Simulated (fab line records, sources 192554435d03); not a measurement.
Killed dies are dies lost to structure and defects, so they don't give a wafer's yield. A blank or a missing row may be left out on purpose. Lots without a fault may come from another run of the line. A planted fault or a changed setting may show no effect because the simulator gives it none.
Chamber matching | flow n5_finfet | N5_MOL_CONTACT_COAG_DESCUM_13 on rie_diel-01: 4 sister chambers
The step chemistry O2, time 7 s. 24 wafers are shown with their chamber, then 12 later ones without.

WAFERS WITH THEIR CHAMBER
wafer  | chamber | showerhead_plenum_p_Torr (Torr) | throttle_valve_pct (%) | drypump_motor_current_A (A)
L074.1 | 0       | 2.05                            | 20.61                  | 5.5
L074.4 | 2       | 2.19                            | 20.61                  | 5.9
L074.5 | 1       | 2.13                            | 20.03                  | 5.5
L076.1 | 2       | 2.18                            | 20.61                  | 5.9
L076.3 | 0       | 2.05                            | 20.61                  | 5.5
L076.5 | 0       | 2.05                            | 20.61                  | 5.5
L077.1 | 2       | 2.18                            | 20.63                  | 5.9
L077.5 | 1       | 2.12                            | 20.07                  | 5.5
L077.6 | 2       | 2.18                            | 20.62                  | 5.9
L080.1 | 0       | 2.05                            | 20.63                  | 5.5
L080.2 | 2       | 2.18                            | 20.64                  | 5.8
L080.5 | 3       | 2.05                            | 20.29                  | 6.1
L081.1 | 0       | 2.04                            | 20.61                  | 5.5
L081.2 | 2       | 2.18                            | 20.64                  | 5.9
L081.5 | 0       | 2.05                            | 20.65                  | 5.5
L083.1 | 1       | 2.12                            | 20.08                  | 5.5
L083.2 | 0       | 2.04                            | 20.63                  | 5.5
L083.5 | 0       | 2.04                            | 20.64                  | 5.4
L084.1 | 1       | 2.12                            | 20.06                  | 5.5
L084.4 | 0       | 2.04                            | 20.65                  | 5.4
L084.5 | 2       | 2.18                            | 20.65                  | 5.9
L085.2 | 1       | 2.12                            | 20.10                  | 5.5
L085.5 | 1       | 2.12                            | 20.08                  | 5.5
L085.6 | 0       | 2.04                            | 20.66                  | 5.4

SIGNATURES (means of the wafers above)
reading                  | chamber 0 | chamber 1 | chamber 2 | chamber 3 | scatter within a chamber
showerhead_plenum_p_Torr | 2.0450    | 2.1217    | 2.1814    | 2.0500    | 0.00458
throttle_valve_pct       | 20.6300   | 20.0700   | 20.6286   | 20.2900   | 0.0196
drypump_motor_current_A  | 5.470     | 5.500     | 5.886     | 6.100     | 0.0385
Rule: a wafer's distance from a chamber is the root of the sum, over the readings, of the square of ((its reading less the chamber's mean) divided by the reading's scatter). The wafer belongs to the nearest chamber; if the next one is less than 2 further off, it can't be placed. The scatter: the root of (the sum of the squares of (reading less its chamber's mean) over the shown wafers, divided by (wafers less chambers)).

WAFERS WITHOUT THEIR CHAMBER
wafer  | showerhead_plenum_p_Torr (Torr) | throttle_valve_pct (%) | drypump_motor_current_A (A)
L087.3 | 2.18                            | 20.65                  | 5.8
L087.5 | 2.04                            | 20.65                  | 5.5
L087.6 | 2.05                            | 19.90                  | 6.1
L089.1 | 2.04                            | 20.66                  | 5.4
L089.4 | 2.11                            | 20.09                  | 5.5
L089.6 | 2.04                            | 20.66                  | 5.5
L095.3 | 2.17                            | 20.68                  | 5.9
L095.5 | 2.11                            | 20.12                  | 5.5
L095.6 | 2.03                            | 20.69                  | 5.5
L096.1 | 2.17                            | 20.69                  | 5.8
L096.3 | 2.11                            | 20.11                  | 5.5
L096.5 | 2.17                            | 20.68                  | 5.9

WHICH CHAMBER EACH WENT THROUGH
wafer  | from the rows above | in truth
L087.3 | 2                   | 2
L087.5 | 0                   | 0
L087.6 | 3                   | 3
L089.1 | 0                   | 0
L089.4 | 1                   | 1
L089.6 | 0                   | 0
L095.3 | 2                   | 2
L095.5 | 1                   | 1
L095.6 | 0                   | 0
L096.1 | 2                   | 2
L096.3 | 1                   | 1
L096.5 | 2                   | 2
Placed correctly: 12 of 12. Can't be placed from these rows: 0. Placed wrongly: 0.
